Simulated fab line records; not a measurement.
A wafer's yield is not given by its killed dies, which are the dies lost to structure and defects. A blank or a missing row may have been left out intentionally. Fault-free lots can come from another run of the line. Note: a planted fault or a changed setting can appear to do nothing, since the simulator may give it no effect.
Which tool was responsible? :: flow n5 finfet :: Sampling: 8 lots, 24 wafers, 6 of 1938 route steps

## WHAT EACH GAUGE READ, for each wafer
N5_BEOL_M4_RC_MEAS_101. Usual: DIBL_N 35.9 mV/V, standard deviation 1.4; DIBL_P 35.9 mV/V, standard deviation 1.7; IOFF_N 0.155 nA/um, standard deviation 0.023; IOFF_P 0.201 nA/um, standard deviation 0.029; ION_N 672 uA/um, standard deviation 8.8; ION_P 460 uA/um, standard deviation 7; SS_N 71.6 mV/dec, standard deviation 0.48; SS_P 73.1 mV/dec, standard deviation 0.64; VT_N 250.0 mV, standard deviation 3; VT_P -251.6 mV, standard deviation 3.
lot: L582
measured: day 8 14:56
on: prober-02
DIBL_N (mV/V): 35.3 35.4 36.0
DIBL_P (mV/V): 34.0 34.6 36.0
IOFF_N (nA/um): 0.146 0.144 0.163
IOFF_P (nA/um): 0.207 0.206 0.232
ION_N (uA/um): 672 670 688
ION_P (uA/um): 469 462 475
SS_N (mV/dec): 71.8 71.1 72.0
SS_P (mV/dec): 72.6 73.0 73.2
VT_N (mV): 252.7 250.4 248.6
VT_P (mV): -248.6 -247.5 -247.8
flag: 

lot: L587
measured: day 10 00:45
on: prober-02
DIBL_N (mV/V): 33.8 35.1 34.4
DIBL_P (mV/V): 33.6 34.5 34.1
IOFF_N (nA/um): 0.126 0.141 0.131
IOFF_P (nA/um): 0.147 0.155 0.148
ION_N (uA/um): 669 669 665
ION_P (uA/um): 453 443 448
SS_N (mV/dec): 70.9 71.8 70.8
SS_P (mV/dec): 72.7 72.7 72.1
VT_N (mV): 251.1 251.5 252.5
VT_P (mV): -256.9 -256.8 -256.1
flag: 

lot: L589
measured: day 10 18:28
on: prober-02
DIBL_N (mV/V): 33.1 35.3 33.2
DIBL_P (mV/V): 31.8 34.6 32.0
IOFF_N (nA/um): 0.114 0.157 0.117
IOFF_P (nA/um): 0.162 0.205 0.164
ION_N (uA/um): 657 674 674
ION_P (uA/um): 454 459 458
SS_N (mV/dec): 71.0 71.5 69.9
SS_P (mV/dec): 72.5 73.1 71.5
VT_N (mV): 251.4 247.7 253.3
VT_P (mV): -253.1 -252.2 -252.7
flag: 

lot: L592
measured: day 11 05:29
on: prober-02
DIBL_N (mV/V): 36.2 35.2 37.1
DIBL_P (mV/V): 34.6 33.5 35.2
IOFF_N (nA/um): 0.138 0.123 0.146
IOFF_P (nA/um): 0.180 0.166 0.188
ION_N (uA/um): 671 666 672
ION_P (uA/um): 461 453 462
SS_N (mV/dec): 70.9 70.5 71.4
SS_P (mV/dec): 72.2 72.1 72.7
VT_N (mV): 249.2 253.1 251.4
VT_P (mV): -253.5 -256.0 -252.9
flag: 

lot: L595
measured: day 12 10:29
on: prober-02
DIBL_N (mV/V): 35.5 36.6 37.5
DIBL_P (mV/V): 36.6 37.4 38.9
IOFF_N (nA/um): 0.145 0.164 0.188
IOFF_P (nA/um): 0.221 0.237 0.267
ION_N (uA/um): 674 683 684
ION_P (uA/um): 471 474 476
SS_N (mV/dec): 71.6 72.0 71.8
SS_P (mV/dec): 73.2 73.5 73.9
VT_N (mV): 250.0 247.9 245.9
VT_P (mV): -247.2 -245.8 -244.8
flag: 

lot: L599
measured: day 12 22:56
on: prober-01
DIBL_N (mV/V): 36.6 36.3 35.4
DIBL_P (mV/V): 37.5 37.9 36.6
IOFF_N (nA/um): 0.168 0.170 0.149
IOFF_P (nA/um): 0.213 0.217 0.199
ION_N (uA/um): 682 676 668
ION_P (uA/um): 461 460 461
SS_N (mV/dec): 72.3 72.0 72.8
SS_P (mV/dec): 73.8 74.1 73.7
VT_N (mV): 248.7 248.1 250.8
VT_P (mV): -250.7 -251.7 -250.6
flag: 

lot: L600
measured: day 12 22:28
on: prober-02
DIBL_N (mV/V): 39.1 38.5 37.6
DIBL_P (mV/V): 39.8 39.4 38.0
IOFF_N (nA/um): 0.211 0.195 0.187
IOFF_P (nA/um): 0.260 0.250 0.231
ION_N (uA/um): 682 685 686
ION_P (uA/um): 462 464 469
SS_N (mV/dec): 72.3 72.4 71.8
SS_P (mV/dec): 74.4 73.7 73.0
VT_N (mV): 243.3 248.6 243.6
VT_P (mV): -250.6 -249.5 -249.3
flag: 

lot: L602
measured: day 13 18:04
on: prober-01
DIBL_N (mV/V): 35.9 37.2 34.9
DIBL_P (mV/V): 35.7 35.9 34.2
IOFF_N (nA/um): 0.155 0.157 0.132
IOFF_P (nA/um): 0.183 0.196 0.171
ION_N (uA/um): 679 670 666
ION_P (uA/um): 461 454 451
SS_N (mV/dec): 71.4 71.7 70.5
SS_P (mV/dec): 72.8 73.5 73.4
VT_N (mV): 248.4 250.7 252.3
VT_P (mV): -253.1 -252.3 -254.2
flag: 

## TOOL THAT RAN EACH LOT (tool first, then ch and the chambers of the sampled wafers, then the start)
lot: L582
N5_SD_EPI_N_ETCH_16: rie diel-06 ch 0,2, day 3 14:47
N5_SD_EPI_P_COAT_35: litho track-03 ch 0, day 3 18:10
N5_SD_EPI_P_ETCH_36: rie diel-03 ch 0,1,2, day 3 18:40
N5_SD_EPI_P_ETCHBACK_46: rie diel-03 ch 0,1,2, day 3 19:02
N5_SD_EPI_P_ETCH_16: rie diel-03 ch 0,1,2, day 3 19:14

lot: L587
N5_SD_EPI_N_ETCH_16: rie diel-02 ch 0,1,3, day 4 22:07
N5_SD_EPI_P_COAT_35: litho track-03 ch 0, day 5 02:17
N5_SD_EPI_P_ETCH_36: rie diel-01 ch 1,2,3, day 5 02:38
N5_SD_EPI_P_ETCHBACK_46: rie diel-01 ch 1,2,3, day 5 03:01
N5_SD_EPI_P_ETCH_16: rie diel-01 ch 1,2,3, day 5 03:13

lot: L589
N5_SD_EPI_N_ETCH_16: rie diel-05 ch 1,2,3, day 5 10:49
N5_SD_EPI_P_COAT_35: litho track-03 ch 0, day 5 14:54
N5_SD_EPI_P_ETCH_36: rie diel-03 ch 0,3, day 5 15:16
N5_SD_EPI_P_ETCHBACK_46: rie diel-03 ch 0,3, day 5 15:38
N5_SD_EPI_P_ETCH_16: rie diel-03 ch 0,3, day 5 15:50

lot: L592
N5_SD_EPI_N_ETCH_16: rie diel-05 ch 0,1,3, day 6 05:40
N5_SD_EPI_P_COAT_35: litho track-03 ch 0, day 6 09:02
N5_SD_EPI_P_ETCH_36: rie diel-04 ch 0,1,3, day 6 09:37
N5_SD_EPI_P_ETCHBACK_46: rie diel-04 ch 0,1,3, day 6 10:01
N5_SD_EPI_P_ETCH_16: rie diel-04 ch 0,1,3, day 6 10:13

lot: L595
N5_SD_EPI_N_ETCH_16: rie diel-06 ch 0,1,3, day 6 19:35
N5_SD_EPI_P_COAT_35: litho track-01 ch 0, day 6 23:29
N5_SD_EPI_P_ETCH_36: rie diel-04 ch 0,1, day 7 00:32
N5_SD_EPI_P_ETCHBACK_46: rie diel-04 ch 0,1, day 7 00:55
N5_SD_EPI_P_ETCH_16: rie diel-04 ch 0,1, day 7 01:07

lot: L599
N5_SD_EPI_N_ETCH_16: rie diel-06 ch 1,2,3, day 8 00:35
N5_SD_EPI_P_COAT_35: litho track-04 ch 0, day 8 03:58
N5_SD_EPI_P_ETCH_36: rie diel-03 ch 1,2,3, day 8 04:28
N5_SD_EPI_P_ETCHBACK_46: rie diel-03 ch 1,2,3, day 8 04:51
N5_SD_EPI_P_ETCH_16: rie diel-03 ch 1,2,3, day 8 05:03

lot: L600
N5_SD_EPI_N_ETCH_16: rie diel-02 ch 0,1,2, day 8 01:34
N5_SD_EPI_P_COAT_35: litho track-01 ch 0, day 8 04:57
N5_SD_EPI_P_ETCH_36: rie diel-01 ch 0,1,3, day 8 05:26
N5_SD_EPI_P_ETCHBACK_46: rie diel-01 ch 0,1,3, day 8 05:49
N5_SD_EPI_P_ETCH_16: rie diel-01 ch 0,1,3, day 8 06:01

lot: L602
N5_SD_EPI_N_ETCH_16: rie diel-02 ch 0,1, day 8 13:31
N5_SD_EPI_P_COAT_35: litho track-04 ch 0, day 8 16:55
N5_SD_EPI_P_ETCH_36: rie diel-04 ch 0,2, day 8 17:36
N5_SD_EPI_P_ETCHBACK_46: rie diel-04 ch 0,2, day 8 17:59
N5_SD_EPI_P_ETCH_16: rie diel-04 ch 0,2, day 8 18:11
- N5_SD_EPI_N_ETCH_16: etches SiO2 in CHF3/O2, target depth 5 nm.
- N5_SD_EPI_P_COAT_35: time 60 s, resist thk 35 nm.
- N5_SD_EPI_P_ETCH_36: etches SiARC in CF4, target depth 45.5 nm, time 75.8 s.
- N5_SD_EPI_P_ETCHBACK_46: etches SiNx in CH3F/O2, stops on SiO2, target depth 17.5 nm.
- N5_SD_EPI_P_ETCH_16: etches SiO2 in CHF3/O2, target depth 5 nm.

## WHAT THE TOOLS THEMSELVES READ (means of the sampled wafers that have a number; where no wafer has one, the mark that the record gives instead)
N5_SD_EPI_N_ETCH_16. Usual: CHF3_flow_sccm 50.01 sccm, standard deviation 0.17; drypump motor current A 5.8 A, standard deviation 0.47; oes product au 0.76 a.u., standard deviation 0.082; rf vpp V 527 V, standard deviation 5.7; showerhead plenum p Torr 2.42 Torr, standard deviation 0.086; throttle valve pct 18.90 %, standard deviation 0.26.
lot: L582
tool: rie diel-06
CHF3_flow_sccm (sccm): 50.00
drypump motor current A (A): 5.6
oes product au (a.u.): 0.72
rf vpp V (V): 519
showerhead plenum p Torr (Torr): 2.36
throttle valve pct (%): 19.17
flag: 

lot: L587
tool: rie diel-02
CHF3_flow_sccm (sccm): 49.93
drypump motor current A (A): 6.2
oes product au (a.u.): 0.77
rf vpp V (V): 528
showerhead plenum p Torr (Torr): 2.44
throttle valve pct (%): 18.69
flag: 

lot: L589
tool: rie diel-05
CHF3_flow_sccm (sccm): 49.93
drypump motor current A (A): 5.2
oes product au (a.u.): 0.75
rf vpp V (V): 529
showerhead plenum p Torr (Torr): 2.41
throttle valve pct (%): 19.03
flag: 

lot: L592
tool: rie diel-05
CHF3_flow_sccm (sccm): 50.06
drypump motor current A (A): 5.3
oes product au (a.u.): 0.85
rf vpp V (V): 529
showerhead plenum p Torr (Torr): 2.43
throttle valve pct (%): 18.80
flag: 

lot: L595
tool: rie diel-06
CHF3_flow_sccm (sccm): 49.96
drypump motor current A (A): 5.9
oes product au (a.u.): 0.76
rf vpp V (V): 524
showerhead plenum p Torr (Torr): 2.41
throttle valve pct (%): 19.13
flag: 

lot: L599
tool: rie diel-06
CHF3_flow_sccm (sccm): 49.94
drypump motor current A (A): 5.6
oes product au (a.u.): 0.76
rf vpp V (V): 527
showerhead plenum p Torr (Torr): 2.38
throttle valve pct (%): 19.13
flag: 

lot: L600
tool: rie diel-02
CHF3_flow_sccm (sccm): 50.11
drypump motor current A (A): 6.3
oes product au (a.u.): 0.77
rf vpp V (V): 531
showerhead plenum p Torr (Torr): 2.47
throttle valve pct (%): 18.68
flag: 

lot: L602
tool: rie diel-02
CHF3_flow_sccm (sccm): 49.88
drypump motor current A (A): 6.5
oes product au (a.u.): 0.79
rf vpp V (V): 527
showerhead plenum p Torr (Torr): 2.48
throttle valve pct (%): 18.60
flag: 

N5_SD_EPI_P_COAT_35. Usual: spin speed rpm 1500.0 rpm, standard deviation 1.1.
lot: L582
tool: litho track-03
spin speed rpm (rpm): 1499.7
flag: 

lot: L587
tool: litho track-03
spin speed rpm (rpm): 1499.7
flag: 

lot: L589
tool: litho track-03
spin speed rpm (rpm): 1124.9
flag: OFF

lot: L592
tool: litho track-03
spin speed rpm (rpm): 1126.2
flag: OFF

lot: L595
tool: litho track-01
spin speed rpm (rpm): 1500.4
flag: 

lot: L599
tool: litho track-04
spin speed rpm (rpm): 1499.3
flag: 

lot: L600
tool: litho track-01
spin speed rpm (rpm): 1499.5
flag: 

lot: L602
tool: litho track-04
spin speed rpm (rpm): 1500.4
flag: 

N5_SD_EPI_P_ETCH_36. Usual: drypump motor current A 5.8 A, standard deviation 0.62; etch rf on time s 75.5 s, standard deviation 0.95; oes product au 0.64 a.u., standard deviation 0.07; rf vpp V 184.1 V, standard deviation 1.2; showerhead plenum p Torr 2.14 Torr, standard deviation 0.081; throttle valve pct 15.64 %, standard deviation 0.2.
lot: L582
tool: rie diel-03
drypump motor current A (A): 5.6
etch rf on time s (s): 76.3
oes product au (a.u.): 0.64
rf vpp V (V): 184.7
showerhead plenum p Torr (Torr): 2.15
throttle valve pct (%): 15.61
flag: 

lot: L587
tool: rie diel-01
drypump motor current A (A): 5.8
etch rf on time s (s): 75.4
oes product au (a.u.): 0.63
rf vpp V (V): 184.1
showerhead plenum p Torr (Torr): 2.13
throttle valve pct (%): 15.73
flag: 

lot: L589
tool: rie diel-03
drypump motor current A (A): 6.0
etch rf on time s (s): 88.0
oes product au (a.u.): 0.61
rf vpp V (V): 183.2
showerhead plenum p Torr (Torr): 2.04
throttle valve pct (%): 15.64
flag: OFF

lot: L592
tool: rie diel-04
drypump motor current A (A): 5.9
etch rf on time s (s): 88.2
oes product au (a.u.): 0.62
rf vpp V (V): 183.9
showerhead plenum p Torr (Torr): 2.16
throttle valve pct (%): 15.71
flag: OFF

lot: L595
tool: rie diel-04
drypump motor current A (A): 5.4
etch rf on time s (s): 75.8
oes product au (a.u.): 0.64
rf vpp V (V): 184.9
showerhead plenum p Torr (Torr): 2.22
throttle valve pct (%): 15.81
flag: 

lot: L599
tool: rie diel-03
drypump motor current A (A): 6.0
etch rf on time s (s): 75.5
oes product au (a.u.): 0.69
rf vpp V (V): 184.4
showerhead plenum p Torr (Torr): 2.21
throttle valve pct (%): 15.56
flag: 

lot: L600
tool: rie diel-01
drypump motor current A (A): 5.6
etch rf on time s (s): 73.7
oes product au (a.u.): 0.78
rf vpp V (V): 184.4
showerhead plenum p Torr (Torr): 2.18
throttle valve pct (%): 15.40
flag: 

lot: L602
tool: rie diel-04
drypump motor current A (A): 5.6
etch rf on time s (s): 75.7
oes product au (a.u.): 0.64
rf vpp V (V): 185.3
showerhead plenum p Torr (Torr): 2.19
throttle valve pct (%): 15.78
flag: 

N5_SD_EPI_P_ETCHBACK_46. Usual: CH3F_flow_sccm 30.01 sccm, standard deviation 0.094; drypump motor current A 5.8 A, standard deviation 0.62; oes product au 0.64 a.u., standard deviation 0.065; rf vpp V 297 V, standard deviation 3.7; showerhead plenum p Torr 1.99 Torr, standard deviation 0.08; throttle valve pct 16.38 %, standard deviation 0.22.
lot: L582
tool: rie diel-03
CH3F_flow_sccm (sccm): 29.99
drypump motor current A (A): 5.6
oes product au (a.u.): 0.64
rf vpp V (V): 298
showerhead plenum p Torr (Torr): 2.00
throttle valve pct (%): 16.32
flag: 

lot: L587
tool: rie diel-01
CH3F_flow_sccm (sccm): 29.99
drypump motor current A (A): 5.8
oes product au (a.u.): 0.63
rf vpp V (V): 299
showerhead plenum p Torr (Torr): 1.99
throttle valve pct (%): 16.49
flag: 

lot: L589
tool: rie diel-03
CH3F_flow_sccm (sccm): 30.02
drypump motor current A (A): 6.0
oes product au (a.u.): 0.61
rf vpp V (V): 297
showerhead plenum p Torr (Torr): 1.90
throttle valve pct (%): 16.35
flag: 

lot: L592
tool: rie diel-04
CH3F_flow_sccm (sccm): 30.04
drypump motor current A (A): 5.9
oes product au (a.u.): 0.62
rf vpp V (V): 295
showerhead plenum p Torr (Torr): 2.02
throttle valve pct (%): 16.45
flag: 

lot: L595
tool: rie diel-04
CH3F_flow_sccm (sccm): 29.95
drypump motor current A (A): 5.4
oes product au (a.u.): 0.64
rf vpp V (V): 295
showerhead plenum p Torr (Torr): 2.08
throttle valve pct (%): 16.56
flag: 

lot: L599
tool: rie diel-03
CH3F_flow_sccm (sccm): 29.96
drypump motor current A (A): 6.0
oes product au (a.u.): 0.68
rf vpp V (V): 301
showerhead plenum p Torr (Torr): 2.07
throttle valve pct (%): 16.29
flag: 

lot: L600
tool: rie diel-01
CH3F_flow_sccm (sccm): 30.01
drypump motor current A (A): 5.6
oes product au (a.u.): 0.76
rf vpp V (V): 297
showerhead plenum p Torr (Torr): 2.03
throttle valve pct (%): 16.14
flag: 

lot: L602
tool: rie diel-04
CH3F_flow_sccm (sccm): 29.93
drypump motor current A (A): 5.6
oes product au (a.u.): 0.64
rf vpp V (V): 296
showerhead plenum p Torr (Torr): 2.05
throttle valve pct (%): 16.52
flag: 

N5_SD_EPI_P_ETCH_16. Usual: CHF3_flow_sccm 49.99 sccm, standard deviation 0.17; drypump motor current A 5.8 A, standard deviation 0.62; oes product au 0.75 a.u., standard deviation 0.08; rf vpp V 523 V, standard deviation 6.2; showerhead plenum p Torr 2.40 Torr, standard deviation 0.093; throttle valve pct 18.92 %, standard deviation 0.21.
lot: L582
tool: rie diel-03
CHF3_flow_sccm (sccm): 50.20
drypump motor current A (A): 5.6
oes product au (a.u.): 0.76
rf vpp V (V): 524
showerhead plenum p Torr (Torr): 2.42
throttle valve pct (%): 18.87
flag: 

lot: L587
tool: rie diel-01
CHF3_flow_sccm (sccm): 50.08
drypump motor current A (A): 5.8
oes product au (a.u.): 0.73
rf vpp V (V): 528
showerhead plenum p Torr (Torr): 2.40
throttle valve pct (%): 19.05
flag: 

lot: L589
tool: rie diel-03
CHF3_flow_sccm (sccm): 50.12
drypump motor current A (A): 6.0
oes product au (a.u.): 0.70
rf vpp V (V): 521
showerhead plenum p Torr (Torr): 2.29
throttle valve pct (%): 18.89
flag: 

lot: L592
tool: rie diel-04
CHF3_flow_sccm (sccm): 50.00
drypump motor current A (A): 5.9
oes product au (a.u.): 0.72
rf vpp V (V): 522
showerhead plenum p Torr (Torr): 2.43
throttle valve pct (%): 18.99
flag: 

lot: L595
tool: rie diel-04
CHF3_flow_sccm (sccm): 49.84
drypump motor current A (A): 5.4
oes product au (a.u.): 0.74
rf vpp V (V): 521
showerhead plenum p Torr (Torr): 2.50
throttle valve pct (%): 19.11
flag: 

lot: L599
tool: rie diel-03
CHF3_flow_sccm (sccm): 50.08
drypump motor current A (A): 6.0
oes product au (a.u.): 0.80
rf vpp V (V): 529
showerhead plenum p Torr (Torr): 2.49
throttle valve pct (%): 18.85
flag: 

lot: L600
tool: rie diel-01
CHF3_flow_sccm (sccm): 49.94
drypump motor current A (A): 5.6
oes product au (a.u.): 0.90
rf vpp V (V): 525
showerhead plenum p Torr (Torr): 2.45
throttle valve pct (%): 18.72
flag: 

lot: L602
tool: rie diel-04
CHF3_flow_sccm (sccm): 50.06
drypump motor current A (A): 5.7
oes product au (a.u.): 0.75
rf vpp V (V): 520
showerhead plenum p Torr (Torr): 2.47
throttle valve pct (%): 19.07
flag: 

## THE ANSWER, worked out from the rows above alone
Rule: a lot counts as off when the mean over its wafers that have a number is more than 3 standard deviations away from the usual mean. Also off: a lot with no number at a reading for which 4 or more lots have one. All remaining lots with rows at the step are treated as sound. After the gauges, taken in route order, come the tools' own readings; for these a lot's mean is taken, as printed above. The first step at which some lot is off is used, and at that step the reading that is off furthest; a lot without a number counts as furthest.
Off at N5_SD_EPI_P_COAT_35 (spin speed rpm): L589, L592.
If a tool, at that step or one of the process steps before it, ran each lot that is off and ran no sound lot following the first of them, it fits. 2 tools fit, rie diel-05 at N5_SD_EPI_N_ETCH_16 and litho track-03 at N5_SD_EPI_P_COAT_35, so this cannot tell which one it is.

## WHAT THE SIMULATOR HAD INSERTED
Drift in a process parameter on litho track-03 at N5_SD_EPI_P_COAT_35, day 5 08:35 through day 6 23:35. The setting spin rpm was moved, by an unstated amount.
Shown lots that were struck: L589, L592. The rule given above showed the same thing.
